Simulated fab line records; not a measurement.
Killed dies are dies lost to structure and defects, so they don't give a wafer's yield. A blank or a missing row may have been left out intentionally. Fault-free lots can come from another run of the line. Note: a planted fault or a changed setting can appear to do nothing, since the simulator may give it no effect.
fab line records + flow n5Finfet
record:
- lots: 7
- wafers: 21
route steps=1938 shown BEOL_M13@1665 BEOL_M14@1722 MIM_BOT_LITHO@1858 TV_OPEN@1887
startH: start of the lot's first displayed wafer, in hours after the record's first day + waitH: hours elapsed since this lot's preceding step + " unchanged from the row above + L1.1+2: one row covering several wafers at once + - no value, or no start given + * or withheld: withheld + < > ~ a bound
route shown NAME@n: a module of which the file shows steps, and the number in the route of the first + usual: mean and standard deviation over wafers with no fault + same: alike in all rows + chamber/n: place in a boat + sites: the reading at each site + _std_site: the standard deviation of these + _edge_site: inner sites' mean taken away from outer sites' mean + radiusMm: how far each site lies from the wafer's centre + mask NAME#n: copy n + behind: the tool/chamber that last shaped the wafer + hold: reason for holding the lot/hours on hold/outcome of the hold + device: the transistor (n, p or np) that didn't switch + end of line: the same wafers' tests at the end of the route + for a step that has no rows: nothing shown but its recipe + killed: at the first sort, the dies lost to defects and structure; wafer yield is something else + map: the dies of a wafer, with x for killed, . for not killed, _ for no die there
set.NAME: setting as actually run; set.NAME@STEP: the setting as run at that earlier step + model.NAME: the simulator's own value behind a step, which no gauge read
lots whose settings were changed on purpose; a table a step, a row a wafer
== steps ==
step: N5_BEOL_M13_EXPOSE_07
recipe:
- maskId: V12
- na: 0.93
- sourceShape: conventional
- sigmaOuter: 0.6
- polarization: unpolarized
- attpsmPhaseDeg: 180
- doseMj: 24.8
| lot.wafer  | tool          | chamber | startH | waitH | mask  | set.doseMj |
|------------|---------------|---------|--------|-------|-------|------------|
| L077.1+4+6 | krfScanner-02 | 0       | 251.50 | -     | V12#0 | 24.8       |
| L079.3+5+6 | krfScanner-01 | 0       | 261.06 | -     | V12#0 | 24.8       |
| L080.2+3   | krfScanner-02 | 0       | 268.83 | -     | V12#0 | 24.8       |
| L080.4     | "             | 0       | "      | "     | V12#0 | 23.04      |
| L083.3+4+5 | krfScanner-01 | 0       | 285.47 | -     | V12#0 | 24.8       |
| L085.1     | krfScanner-02 | 0       | 301.77 | -     | V12#0 | 23.65      |
| L085.5+6   | "             | 0       | "      | "     | V12#0 | 24.8       |
| L088.1     | krfScanner-02 | 0       | 310.36 | -     | V12#0 | 25.51      |
| L088.5+6   | "             | 0       | "      | "     | V12#0 | 24.8       |
| L090.1+4   | krfScanner-01 | 0       | 331.59 | -     | V12#0 | 23.74      |
| L090.3     | "             | 0       | "      | "     | V12#0 | 24.8       |
step: N5_BEOL_M13_PEB_08
recipe:
- pebTempC: 130
- pebTimeS: 90
step: N5_BEOL_M13_DEVELOP_09
recipe:
- developTimeS: 45
- rinseLiquid: diw
- dry: airSpin
- devTempC: 21
step: N5_BEOL_M13_HARDBAKE_14
recipe:
- tempC: 130
- timeS: 120
step: N5_BEOL_M13_CD_MEAS_10
recipe:
- targetCdNm: 190
- landingEnergyEv: 500
- detector: seInlens
- polarity: opening
usual:
- cdNm: 190.8/1.5
| lot.wafer | tool     | chamber | startH | waitH | set.doseMj@BEOL_M13_EXPOSE_07 | cdNm  |
|-----------|----------|---------|--------|-------|-------------------------------|-------|
| L077.1    | cdSem-03 | 0       | 251.67 | -     | 24.8                          | 189.6 |
| L077.4    | "        | 0       | "      | "     | 24.8                          | 190.3 |
| L077.6    | "        | 0       | "      | "     | 24.8                          | 189.1 |
| L079.3    | cdSem-01 | 0       | 261.23 | -     | 24.8                          | 192.8 |
| L079.5    | "        | 0       | "      | "     | 24.8                          | 192.8 |
| L079.6    | "        | 0       | "      | "     | 24.8                          | 192.3 |
| L080.2    | cdSem-02 | 0       | 269.00 | -     | 24.8                          | 189.8 |
| L080.3    | "        | 0       | "      | "     | 24.8                          | 190.4 |
| L080.4    | "        | 0       | "      | "     | 23.04                         | 183.9 |
| L083.3    | cdSem-02 | 0       | 285.63 | -     | 24.8                          | 192.3 |
| L083.4    | "        | 0       | "      | "     | 24.8                          | 192.3 |
| L083.5    | "        | 0       | "      | "     | 24.8                          | 191.4 |
| L085.1    | cdSem-03 | 0       | 301.94 | -     | 23.65                         | 185.9 |
| L085.5    | "        | 0       | "      | "     | 24.8                          | 189.7 |
| L085.6    | "        | 0       | "      | "     | 24.8                          | 189.6 |
| L088.1    | cdSem-03 | 0       | 310.53 | -     | 25.51                         | 192.1 |
| L088.5    | "        | 0       | "      | "     | 24.8                          | 191.5 |
| L088.6    | "        | 0       | "      | "     | 24.8                          | 189.6 |
| L090.1    | cdSem-03 | 0       | 331.76 | -     | 23.74                         | 186.7 |
| L090.3    | "        | 0       | "      | "     | 24.8                          | 191.5 |
| L090.4    | "        | 0       | "      | "     | 23.74                         | 186.5 |
step: N5_BEOL_M13_DESCUM_15
recipe:
- chemistry: O2
- timeS: 7.9
- sourcePowerW: 50
- biasPowerW: 20
- pressureMtorr: 20
- rfFrequencyHz: 2.712e+07
- tempC: 40
- o2FlowSccm: 225
step: N5_BEOL_M13_ETCH_59
recipe:
- chemistry: N2/H2
- target: BARC
- targetDepthA: 890
- overetchA: 267
- timeS: 67.9
- ionEnergyEv: 200
- pressureMtorr: 30
- sourceW: 840
- biasW: 150
- n2FlowSccm: 200
- h2FlowSccm: 200
step: N5_BEOL_M13_VIA_ETCH_16
recipe:
- chemistry: C4F8/O2/Ar
- target: SiOC
- pressureMtorr: 30
- sourceW: 3000
- biasW: 700
- Ar_flow_sccm: 400
- C4F8_flow_sccm: 15
- O2_flow_sccm: 8
- heInnerTorr: 15
- heOuterTorr: 30
- targetDepthA: 9217
- timeS: withheld
- ionEnergyEv: 250
- ends: cleared
| lot.wafer | tool       | chamber | startH | waitH | set.timeS@BEOL_M13_ILD_DEP_00 | model.etch.depthNm | model.coat_of_BEOL_M13_COAT_04.thkNm |
|-----------|------------|---------|--------|-------|-------------------------------|--------------------|--------------------------------------|
| L077.1    | rieDiel-05 | 0       | 251.85 | 0.0   | *                             | 830.9              | 71.2                                 |
| L077.4    | "          | 3       | "      | "     | *                             | 933.6              | 40                                   |
| L077.6    | "          | 1       | "      | "     | *                             | 848.1              | 61.6                                 |
| L079.3    | rieDiel-03 | 2       | 261.40 | 0.0   | *                             | 853.2              | 65.4                                 |
| L079.5    | "          | 2       | "      | "     | *                             | 865.4              | 61.4                                 |
| L079.6    | "          | 3       | "      | "     | *                             | 854.9              | 64.4                                 |
| L080.2    | rieDiel-03 | 2       | 269.17 | 0.0   | *                             | 835.5              | 72.4                                 |
| L080.3    | "          | 0       | "      | "     | *                             | 837.1              | 71.8                                 |
| L080.4    | "          | 3       | "      | "     | *                             | 845.6              | 68.6                                 |
| L083.3    | rieDiel-05 | 3       | 285.80 | 0.0   | *                             | 720.1              | 104.4                                |
| L083.4    | "          | 1       | "      | "     | *                             | 721.9              | 103                                  |
| L083.5    | "          | 0       | "      | "     | *                             | 727.6              | 103.4                                |
| L085.1    | rieDiel-06 | 0       | 302.78 | 0.0   | *                             | 821.1              | 75.4                                 |
| L085.5    | "          | 2       | "      | "     | *                             | 741                | 100.4                                |
| L085.6    | "          | 3       | "      | "     | *                             | 838.8              | 69.8                                 |
| L088.1    | rieDiel-06 | 2       | 310.71 | 0.0   | *                             | 831.5              | 73.4                                 |
| L088.5    | "          | 0       | "      | "     | *                             | 839.7              | 69.2                                 |
| L088.6    | "          | 1       | "      | "     | *                             | 841                | 69                                   |
| L090.1    | rieDiel-03 | 1       | 331.94 | 0.0   | *                             | 827.2              | 75.8                                 |
| L090.3    | "          | 0       | "      | "     | *                             | 832.8              | 74                                   |
| L090.4    | "          | 2       | "      | "     | *                             | 926.7              | 45                                   |
step: N5_BEOL_M13_STRIP_63
recipe:
- chemistry: N2/H2
- powerW: 1000
- tempC: 250
- h2Frac: 0.65
- overashFraction: 0.3
- pressureMtorr: 1000
- n2FlowSccm: 1750
- h2FlowSccm: 3250
usual:
- stripTimeToEndpointS: 27.9/1.1
| lot.wafer | tool           | chamber | startH | waitH | set.timeS@BEOL_M13_ILD_DEP_00 | stripTimeToEndpointS |
|-----------|----------------|---------|--------|-------|-------------------------------|----------------------|
| L077.1    | plasmaAsher-01 | 0       | 252.08 | -     | 166.4                         | 28.0                 |
| L077.4    | "              | 0       | "      | "     | 183.3                         | 18.4                 |
| L077.6    | "              | 0       | "      | "     | 166.4                         | 25.2                 |
| L079.3    | plasmaAsher-02 | 1       | 261.65 | -     | 166.4                         | 26.3                 |
| L079.5    | "              | 1       | "      | "     | 166.4                         | 25.1                 |
| L079.6    | "              | 0       | "      | "     | 166.4                         | 26.0                 |
| L080.2    | plasmaAsher-01 | 0       | 269.41 | -     | 166.4                         | 28.4                 |
| L080.3    | "              | 1       | "      | "     | 166.4                         | 28.2                 |
| L080.4    | "              | 0       | "      | "     | 166.4                         | 27.2                 |
| L083.3    | plasmaAsher-01 | 0       | 286.06 | -     | 143.3                         | 37.4                 |
| L083.4    | "              | 1       | "      | "     | 143.3                         | 37.0                 |
| L083.5    | "              | 1       | "      | "     | 143.3                         | 37.2                 |
| L085.1    | plasmaAsher-02 | 0       | 303.02 | -     | 166.4                         | 29.2                 |
| L085.5    | "              | 1       | "      | "     | 146.3                         | 36.3                 |
| L085.6    | "              | 0       | "      | "     | 166.4                         | 27.6                 |
| L088.1    | plasmaAsher-01 | 0       | 310.95 | -     | 166.4                         | 28.7                 |
| L088.5    | "              | 0       | "      | "     | 166.4                         | 27.4                 |
| L088.6    | "              | 1       | "      | "     | 166.4                         | 27.4                 |
| L090.1    | plasmaAsher-01 | 0       | 332.17 | -     | 166.4                         | 29.4                 |
| L090.3    | "              | 1       | "      | "     | 166.4                         | 28.9                 |
| L090.4    | "              | 0       | "      | "     | 185.5                         | 20.0                 |
step: N5_BEOL_M13_STRIP_64
recipe:
- chemistry: N2/H2
- powerW: 1000
- tempC: 250
- h2Frac: 0.65
- overashFraction: 0.3
- pressureMtorr: withheld
- n2FlowSccm: 1750
- h2FlowSccm: 3250
step: N5_BEOL_M13_STRIP_71
recipe:
- chemistry: postEtchResidueRemover
- timeS: 60
- tempC: 25
- removerPh: withheld
- removerWaterWtPct: withheld
- removerFluorideWtPct: withheld
step: N5_BEOL_M13_SRD_72
recipe:
- timeS: 30
- tempC: 23
- rinseLiquid: diw
- dry: n2Spin
- spinRpm: 1500
- dryTimeS: 30
step: N5_BEOL_M13_CD_MEAS_17
recipe:
- targetCdNm: 190
- polarity: opening
usual:
- cdNm: 191.0/1.7
| lot.wafer | tool     | chamber | startH | waitH | set.doseMj@BEOL_M13_EXPOSE_07 | cdNm  |
|-----------|----------|---------|--------|-------|-------------------------------|-------|
| L077.1    | cdSem-02 | -       | 252.29 | 0.0   | 24.8                          | 189.5 |
| L077.4    | "        | -       | "      | "     | 24.8                          | 189.4 |
| L077.6    | "        | -       | "      | "     | 24.8                          | 190.5 |
| L079.3    | cdSem-02 | -       | 261.84 | 0.0   | 24.8                          | 191.9 |
| L079.5    | "        | -       | "      | "     | 24.8                          | 192.9 |
| L079.6    | "        | -       | "      | "     | 24.8                          | 193.7 |
| L080.2    | cdSem-03 | -       | 269.62 | 0.0   | 24.8                          | 190.5 |
| L080.3    | "        | -       | "      | "     | 24.8                          | 189.5 |
| L080.4    | "        | -       | "      | "     | 23.04                         | 184.3 |
| L083.3    | cdSem-02 | -       | 286.25 | 0.0   | 24.8                          | 190.8 |
| L083.4    | "        | -       | "      | "     | 24.8                          | 192.5 |
| L083.5    | "        | -       | "      | "     | 24.8                          | 190.1 |
| L085.1    | cdSem-03 | -       | 303.23 | 0.0   | 23.65                         | 186.9 |
| L085.5    | "        | -       | "      | "     | 24.8                          | 188.7 |
| L085.6    | "        | -       | "      | "     | 24.8                          | 190.1 |
| L088.1    | cdSem-01 | -       | 311.16 | 0.0   | 25.51                         | 192.7 |
| L088.5    | "        | -       | "      | "     | 24.8                          | 192.5 |
| L088.6    | "        | -       | "      | "     | 24.8                          | 190.3 |
| L090.1    | cdSem-01 | -       | 332.38 | 0.0   | 23.74                         | 187.1 |
| L090.3    | "        | -       | "      | "     | 24.8                          | 190.3 |
| L090.4    | "        | -       | "      | "     | 23.74                         | 187.5 |
step: N5_BEOL_M14_EXPOSE_07
recipe:
- maskId: V13
- na: 0.8
- sourceShape: annular
- sigmaInner: 0.5
- sigmaOuter: 0.8
- polarization: unpolarized
- attpsmPhaseDeg: 180
- doseMj: 57
| lot.wafer  | tool          | chamber | startH | waitH | mask  | set.doseMj |
|------------|---------------|---------|--------|-------|-------|------------|
| L077.1+4+6 | krfScanner-02 | 0       | 257.03 | -     | V13#0 | 57         |
| L079.3+5+6 | krfScanner-02 | 0       | 265.41 | -     | V13#0 | 57         |
| L080.2+3   | krfScanner-01 | 0       | 274.13 | -     | V13#0 | 58.24      |
| L080.4     | "             | 0       | "      | "     | V13#0 | 57         |
| L083.3+5   | krfScanner-01 | 0       | 290.85 | -     | V13#0 | 58.32      |
| L083.4     | "             | 0       | "      | "     | V13#0 | 57         |
| L085.1     | krfScanner-02 | 0       | 307.68 | -     | V13#0 | 54.63      |
| L085.5+6   | "             | 0       | "      | "     | V13#0 | 57         |
| L088.1+6   | krfScanner-02 | 0       | 316.56 | -     | V13#0 | 57         |
| L088.5     | "             | 0       | "      | "     | V13#0 | 55         |
| L090.1+3+4 | krfScanner-01 | 0       | 337.99 | -     | V13#0 | 57         |
step: N5_BEOL_M14_PEB_08
recipe:
- pebTempC: 130
- pebTimeS: 90
step: N5_BEOL_M14_DEVELOP_09
recipe:
- developTimeS: 45
- rinseLiquid: diw
- dry: airSpin
- devTempC: 21
step: N5_BEOL_M14_HARDBAKE_14
recipe:
- tempC: 130
- timeS: 120
step: N5_BEOL_M14_CD_MEAS_10
recipe:
- targetCdNm: 250
- landingEnergyEv: 500
- detector: seInlens
- polarity: opening
usual:
- cdNm: 250.8/1.4
| lot.wafer | tool     | chamber | startH | waitH | set.doseMj@BEOL_M14_EXPOSE_07 | cdNm  |
|-----------|----------|---------|--------|-------|-------------------------------|-------|
| L077.1    | cdSem-02 | 0       | 257.20 | -     | 57                            | 253.1 |
| L077.4    | "        | 0       | "      | "     | 57                            | 251.4 |
| L077.6    | "        | 0       | "      | "     | 57                            | 253.2 |
| L079.3    | cdSem-03 | 0       | 265.58 | -     | 57                            | 254.2 |
| L079.5    | "        | 0       | "      | "     | 57                            | 251.9 |
| L079.6    | "        | 0       | "      | "     | 57                            | 252.8 |
| L080.2    | cdSem-03 | 0       | 274.30 | -     | 58.24                         | 253.1 |
| L080.3    | "        | 0       | "      | "     | 58.24                         | 255.1 |
| L080.4    | "        | 0       | "      | "     | 57                            | 249.7 |
| L083.3    | cdSem-02 | 0       | 291.02 | -     | 58.32                         | 255.9 |
| L083.4    | "        | 0       | "      | "     | 57                            | 252.0 |
| L083.5    | "        | 0       | "      | "     | 58.32                         | 256.2 |
| L085.1    | cdSem-01 | 0       | 307.86 | -     | 54.63                         | 242.3 |
| L085.5    | "        | 0       | "      | "     | 57                            | 249.0 |
| L085.6    | "        | 0       | "      | "     | 57                            | 247.5 |
| L088.1    | cdSem-01 | 0       | 316.74 | -     | 57                            | 250.9 |
| L088.5    | "        | 0       | "      | "     | 55                            | 244.4 |
| L088.6    | "        | 0       | "      | "     | 57                            | 249.8 |
| L090.1    | cdSem-01 | 0       | 338.17 | -     | 57                            | 251.5 |
| L090.3    | "        | 0       | "      | "     | 57                            | 250.5 |
| L090.4    | "        | 0       | "      | "     | 57                            | 253.0 |
step: N5_BEOL_M14_STRIP_71
recipe:
- chemistry: postEtchResidueRemover
- timeS: 60
- tempC: 25
- removerPh: withheld
- removerWaterWtPct: withheld
- removerFluorideWtPct: withheld
step: N5_BEOL_M14_SRD_72
recipe:
- timeS: 30
- tempC: 23
- rinseLiquid: diw
- dry: n2Spin
- spinRpm: 1500
- dryTimeS: 30
step: N5_BEOL_M14_CD_MEAS_17
recipe:
- targetCdNm: 250
- polarity: opening
usual:
- cdNm: 251.6/1.5
| lot.wafer | tool     | chamber | startH | waitH | set.doseMj@BEOL_M14_EXPOSE_07 | cdNm  |
|-----------|----------|---------|--------|-------|-------------------------------|-------|
| L077.1    | cdSem-03 | -       | 257.73 | 0.0   | 57                            | 253.6 |
| L077.4    | "        | -       | "      | "     | 57                            | 252.1 |
| L077.6    | "        | -       | "      | "     | 57                            | 254.0 |
| L079.3    | cdSem-02 | -       | 266.10 | 0.0   | 57                            | 254.2 |
| L079.5    | "        | -       | "      | "     | 57                            | 253.5 |
| L079.6    | "        | -       | "      | "     | 57                            | 253.8 |
| L080.2    | cdSem-03 | -       | 274.99 | 0.0   | 58.24                         | 255.3 |
| L080.3    | "        | -       | "      | "     | 58.24                         | 255.6 |
| L080.4    | "        | -       | "      | "     | 57                            | 251.1 |
| L083.3    | cdSem-03 | -       | 291.63 | 0.0   | 58.32                         | 257.6 |
| L083.4    | "        | -       | "      | "     | 57                            | 253.5 |
| L083.5    | "        | -       | "      | "     | 58.32                         | 259.0 |
| L085.1    | cdSem-03 | -       | 308.40 | 0.0   | 54.63                         | 242.5 |
| L085.5    | "        | -       | "      | "     | 57                            | 249.2 |
| L085.6    | "        | -       | "      | "     | 57                            | 247.7 |
| L088.1    | cdSem-03 | -       | 317.26 | 0.0   | 57                            | 251.2 |
| L088.5    | "        | -       | "      | "     | 55                            | 246.1 |
| L088.6    | "        | -       | "      | "     | 57                            | 250.5 |
| L090.1    | cdSem-03 | -       | 338.71 | 0.0   | 57                            | 252.6 |
| L090.3    | "        | -       | "      | "     | 57                            | 250.2 |
| L090.4    | "        | -       | "      | "     | 57                            | 253.9 |
step: N5_MIM_BOT_LITHO_EXPOSE_05
recipe:
- maskId: MIM_BOT
- na: 0.55
- sourceShape: conventional
- sigmaOuter: 0.8
- polarization: unpolarized
- doseMj: 24.25
| lot.wafer  | tool          | chamber | startH | waitH | mask      | set.doseMj |
|------------|---------------|---------|--------|-------|-----------|------------|
| L077.1+4   | krfScanner-02 | 0       | 269.74 | -     | MIM_BOT#0 | 25.3       |
| L077.6     | "             | 0       | "      | "     | MIM_BOT#0 | 24.25      |
| L079.3+5+6 | krfScanner-01 | 0       | 279.81 | -     | MIM_BOT#0 | 24.25      |
| L080.2+3+4 | krfScanner-02 | 0       | 294.26 | -     | MIM_BOT#0 | 24.25      |
| L083.3+5   | krfScanner-01 | 0       | 307.77 | -     | MIM_BOT#0 | 24.25      |
| L083.4     | "             | 0       | "      | "     | MIM_BOT#0 | 23.71      |
| L085.1+6   | krfScanner-02 | 0       | 327.35 | -     | MIM_BOT#0 | 25.64      |
| L085.5     | "             | 0       | "      | "     | MIM_BOT#0 | 24.25      |
| L088.1+5+6 | krfScanner-02 | 0       | 336.71 | -     | MIM_BOT#0 | 24.25      |
| L090.1+4   | krfScanner-02 | 0       | 351.11 | -     | MIM_BOT#0 | 24.8       |
| L090.3     | "             | 0       | "      | "     | MIM_BOT#0 | 24.25      |
step: N5_MIM_BOT_LITHO_PEB_06
recipe:
- pebTempC: withheld
- pebTimeS: *
step: N5_MIM_BOT_LITHO_DEVELOP_07
recipe:
- developTimeS: 60
- rinseLiquid: diw
- dry: airSpin
- devTempC: 21
step: N5_MIM_BOT_LITHO_HARDBAKE_09
recipe:
- tempC: 130
- timeS: 120
step: N5_MIM_BOT_LITHO_CD_MEAS_08
recipe:
- targetCdNm: 3000
- landingEnergyEv: 500
- detector: seInlens
- polarity: opening
usual:
- cdNm: 2999.6/1.7
| lot.wafer | tool     | chamber | startH | waitH | set.doseMj@MIM_BOT_LITHO_EXPOSE_05 | cdNm   |
|-----------|----------|---------|--------|-------|------------------------------------|--------|
| L077.1    | cdSem-02 | 0       | 269.92 | -     | 25.3                               | 3007.4 |
| L077.4    | "        | 0       | "      | "     | 25.3                               | 3006.6 |
| L077.6    | "        | 0       | "      | "     | 24.25                              | 2999.2 |
| L079.3    | cdSem-02 | 0       | 279.98 | -     | 24.25                              | 2998.8 |
| L079.5    | "        | 0       | "      | "     | 24.25                              | 2997.8 |
| L079.6    | "        | 0       | "      | "     | 24.25                              | 2998.9 |
| L080.2    | cdSem-01 | 0       | 294.43 | -     | 24.25                              | 3000.2 |
| L080.3    | "        | 0       | "      | "     | 24.25                              | 3000.4 |
| L080.4    | "        | 0       | "      | "     | 24.25                              | 2999.0 |
| L083.3    | cdSem-03 | 0       | 307.94 | -     | 24.25                              | 3001.2 |
| L083.4    | "        | 0       | "      | "     | 23.71                              | 2997.8 |
| L083.5    | "        | 0       | "      | "     | 24.25                              | 3000.3 |
| L085.1    | cdSem-03 | 0       | 327.52 | -     | 25.64                              | 3010.3 |
| L085.5    | "        | 0       | "      | "     | 24.25                              | 3001.2 |
| L085.6    | "        | 0       | "      | "     | 25.64                              | 3010.9 |
| L088.1    | cdSem-01 | 0       | 336.89 | -     | 24.25                              | 2998.9 |
| L088.5    | "        | 0       | "      | "     | 24.25                              | 2999.0 |
| L088.6    | "        | 0       | "      | "     | 24.25                              | 2998.0 |
| L090.1    | cdSem-01 | 0       | 351.28 | -     | 24.8                               | 3005.1 |
| L090.3    | "        | 0       | "      | "     | 24.25                              | 2999.9 |
| L090.4    | "        | 0       | "      | "     | 24.8                               | 3004.3 |
step: N5_PASSIVATION_PASS_ETCH_74
recipe:
- chemistry: CF4/O2
- target: SiNx
- targetDepthA: 2200
- timeS: 110
- ionEnergyEv: 100
- pressureMtorr: 40
- sourceW: 535
- biasW: 49
- Ar_flow_sccm: 100
- cf4FlowSccm: 100
- O2_flow_sccm: 10
usual:
- rfVppV: 240.7/2.9
| lot.wafer | tool       | chamber | startH | waitH | set.sourceW | rfVppV | model.etch.depthNm |
|-----------|------------|---------|--------|-------|-------------|--------|--------------------|
| L077.1    | rieDiel-03 | 1       | 271.67 | 0.0   | 535         | 238.7  | 212                |
| L077.4    | "          | 3       | "      | "     | 454.2       | 259.2  | 190                |
| L077.6    | "          | 2       | "      | "     | 454.2       | 263.0  | 189.7              |
| L079.3    | rieDiel-03 | 1       | 282.89 | 0.0   | 535         | 239.0  | 210.2              |
| L079.5    | "          | 2       | "      | "     | 535         | 240.6  | 215.2              |
| L079.6    | "          | 1       | "      | "     | 535         | 239.2  | 210.8              |
| L080.2    | rieDiel-05 | 2       | 298.34 | 0.0   | 622         | 222.9  | 247.4              |
| L080.3    | "          | 3       | "      | "     | 535         | 242.7  | 214.8              |
| L080.4    | "          | 1       | "      | "     | 535         | 244.8  | 222.2              |
| L083.3    | rieDiel-05 | 2       | 311.15 | 0.0   | 535         | 239.5  | 218.9              |
| L083.4    | "          | 0       | "      | "     | 535         | 237.2  | 215.6              |
| L083.5    | "          | 3       | "      | "     | 535         | 241.2  | 216.8              |
| L085.1    | rieDiel-06 | 0       | 329.52 | 0.0   | 461         | 257.3  | 191.8              |
| L085.5    | "          | 3       | "      | "     | 461         | 263.3  | 193.9              |
| L085.6    | "          | 2       | "      | "     | 461         | 261.1  | 187.5              |
| L088.1    | rieDiel-03 | 1       | 339.19 | 0.0   | 535         | 239.2  | 209.8              |
| L088.5    | "          | 2       | "      | "     | 535         | 240.1  | 217.3              |
| L088.6    | "          | 1       | "      | "     | 535         | 237.9  | 210.6              |
| L090.1    | rieDiel-05 | 1       | 357.61 | 0.0   | 535         | 244.4  | 225.4              |
| L090.3    | "          | 0       | "      | "     | 535         | 238.0  | 218.8              |
| L090.4    | "          | 3       | "      | "     | 535         | 238.8  | 217.4              |
== key ==
split:
- step: N5_BEOL_M13_EXPOSE_07
- setting: doseMj
- stated: 24.8
- by: wafer
response:
- step: N5_BEOL_M13_CD_MEAS_10
- reading: cdNm
- change: +0.881
- per: 1%
- r: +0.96
response:
- step: N5_BEOL_M13_CD_MEAS_17
- reading: cdNm
- change: +0.7
- per: 1%
- r: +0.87
split:
- step: N5_BEOL_M14_EXPOSE_07
- setting: doseMj
- stated: 57
- by: wafer
response:
- step: N5_BEOL_M14_CD_MEAS_10
- reading: cdNm
- change: +1.62
- per: 1%
- r: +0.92
response:
- step: N5_BEOL_M14_CD_MEAS_17
- reading: cdNm
- change: +1.55
- per: 1%
- r: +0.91
split:
- step: N5_MIM_BOT_LITHO_EXPOSE_05
- setting: doseMj
- stated: 24.25
- by: wafer
response:
- step: N5_MIM_BOT_LITHO_CD_MEAS_08
- reading: cdNm
- change: +1.7
- per: 1%
- r: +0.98
split:
- step: N5_PASSIVATION_PASS_ETCH_74
- setting: sourceW
- stated: 535
- by: wafer
response:
- step: N5_PASSIVATION_PASS_ETCH_74
- reading: rfVppV
- change: -1.37
- per: 1%
- r: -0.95
response:
- step: N5_PASSIVATION_PASS_ETCH_74
- reading: model.etch.depthNm
- change: +1.63
- per: 1%
- r: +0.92
split outsideThisFile step=N5_BEOL_M13_ILD_DEP_00 setting=timeS
split outsideThisFile: this setting was split too, and the file shows its column; the key of that split is in another file
